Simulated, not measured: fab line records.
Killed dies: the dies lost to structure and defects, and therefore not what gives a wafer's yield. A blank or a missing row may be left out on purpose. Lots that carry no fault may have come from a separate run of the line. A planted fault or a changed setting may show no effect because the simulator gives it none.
Comparing a struck lot with a sound one :: flow n5 finfet :: 33 steps out of a route of 1938
Sound: the wafers L149.1, L149.2, L149.3. Struck: wafers L159.2, L159.6. (L159.1 of the same lot was not struck and is left out.) The cause comes at the end.
Order at every step that has rows: each side's tool, ch and its chambers, its first start. Under that, the readings that differ: sound wafers :: struck wafers :: difference of the means :: sigmas: that difference in standard deviations of wafers without a fault.
alike: a reading whose means differ by less than 2 such deviations, as well as words and numbers matching on both sides. not compared: withheld readings; readings where some wafer has no value; bounds like >300 that might hide an equal value; numbers whose values overlap and for which the record gives no deviation.
The two part at a step that has a row with sigmas, a row that says differs or no value, or rows on one side only. When numbers do not overlap yet have no deviation, they are printed without sigmas and do not part them. A reading missing from all wafers of one side parts the sides only when that side holds two or more wafers.

first, 8 steps without rows for these wafers: N5_BEOL_M9_ECD_50 (material Cu, target thk 318 nm); N5_BEOL_M9_ANNEAL_51 (time 90 s); N5_BEOL_M9_CMP_52 (polishes, stops on SiCOH lowk, t overpolish 7 s, target thk 140 nm); N5_BEOL_M9_PRE_CLEAN_55 (time 15 s); N5_BEOL_M9_DEP_56 (deposits SiCN from 3MS/NH3, target thk 15 nm, time 26.5 s); N5_BEOL_M10_ILD_DEP_00 (deposits SiCOH lowk from DEMS/porogen, target thk 308.51 nm, time 58 s); N5_BEOL_M10_CURE_71 (cures SiCOH lowk, time 240 s); N5_BEOL_M10_PECVD_70 (deposits SiO2 from TEOS/O2, target thk 20 nm, time 22.7 s).
N5_BEOL_M10_HM_DEP_02: deposits TiN, target thk 20 nm.
  struck on pvd sputter-03, day 14 16:41; sound on pvd sputter-03, day 12 18:45
reading: model.TiN_of_BEOL_M10_HM_DEP_02.thk nm (nm)
sound: 20 20 20.4
struck: 11.8 12
difference: -8.2
sigmas: 
  alike: throttle valve pct
then, 13 steps without rows for these wafers: N5_BEOL_M10_COAT_59 (time 60 s, resist thk 100 nm); N5_BEOL_M10_COAT_60 (time 60 s, resist thk 30 nm); N5_BEOL_M10_COAT_05 (resist thk 90 nm); N5_BEOL_M10_EBR_07; N5_BEOL_M10_SOFTBAKE_06 (time 60 s); N5_BEOL_M10_EXPOSE_08 (exposes mask M10); N5_BEOL_M10_PEB_09 (peb time 60 s); N5_BEOL_M10_DEVELOP_10 (develop time 30 s); N5_BEOL_M10_DESCUM_16 (chemistry O2, time 7.9 s); N5_BEOL_M10_ETCH_61 (etches SiARC in CF4, target depth 39 nm, time 65 s); N5_BEOL_M10_ETCH_62 (etches SOC in N2/H2, target depth 110 nm, overetch 22 nm, time 165 s); N5_BEOL_M10_STRIP_68 (strips in N2/H2); N5_BEOL_M10_STRIP_67 (strips in CF4).
N5_BEOL_M10_HM_OPEN_17: chemistry Cl2/BCl3, target TiN, target depth 20 nm, overetch 6 nm.
  sound on rie metal-03 ch 0,1, day 12 19:36; struck on rie metal-01 ch 0, day 14 17:32
reading: oes product au (a.u.)
sound: 0.64 0.62 0.63
struck: 0.45 0.46
difference: -0.17
sigmas: -2

reading: throttle valve pct (%)
sound: 22.18 22.14 22.14
struck: 22.50 22.49
difference: +0.34
sigmas: +4

reading: model.etch.depth nm (nm)
sound: 20.06 19.92 20.34
struck: 11.86 11.9
difference: -8.23
sigmas: 
  alike: drypump motor current A
  not compared: rf hours counter h
then, 9 steps without rows for these wafers: N5_BEOL_M10_STRIP_19 (strips in O2); N5_BEOL_M10_COAT_63 (time 60 s, resist thk 100 nm); N5_BEOL_M10_COAT_64 (time 60 s, resist thk 30 nm); N5_BEOL_M10_COAT_22 (resist thk 90 nm); N5_BEOL_M10_EBR_24; N5_BEOL_M10_SOFTBAKE_23 (time 60 s); N5_BEOL_M10_EXPOSE_25 (exposes mask V9); N5_BEOL_M10_PEB_26 (peb time 60 s); N5_BEOL_M10_DEVELOP_27 (develop time 30 s).
N5_BEOL_M10_TRENCH_ETCH_37: etches SiCOH lowk in C4F6/O2, target depth 148.83 nm, time 48 s.
  sound: rie diel-02 ch 0,2,3; struck: rie diel-06 ch 2,3
reading: model.TiN_of_BEOL_M10_HM_DEP_02.thk nm (nm)
sound: 16 15.6 16.2
struck: 7.6 7.8
difference: -8.2
sigmas: 
  alike: drypump motor current A, oes product au, rf vpp V, showerhead plenum p Torr, throttle valve pct
  not compared: rf hours counter h

## WHERE THEY PART
Within this record, at N5_BEOL_M10_HM_OPEN_17 only. Later steps at which nothing parts them and some readings are alike: N5_BEOL_M10_TRENCH_ETCH_37.

WHY: what had been put in by the simulator
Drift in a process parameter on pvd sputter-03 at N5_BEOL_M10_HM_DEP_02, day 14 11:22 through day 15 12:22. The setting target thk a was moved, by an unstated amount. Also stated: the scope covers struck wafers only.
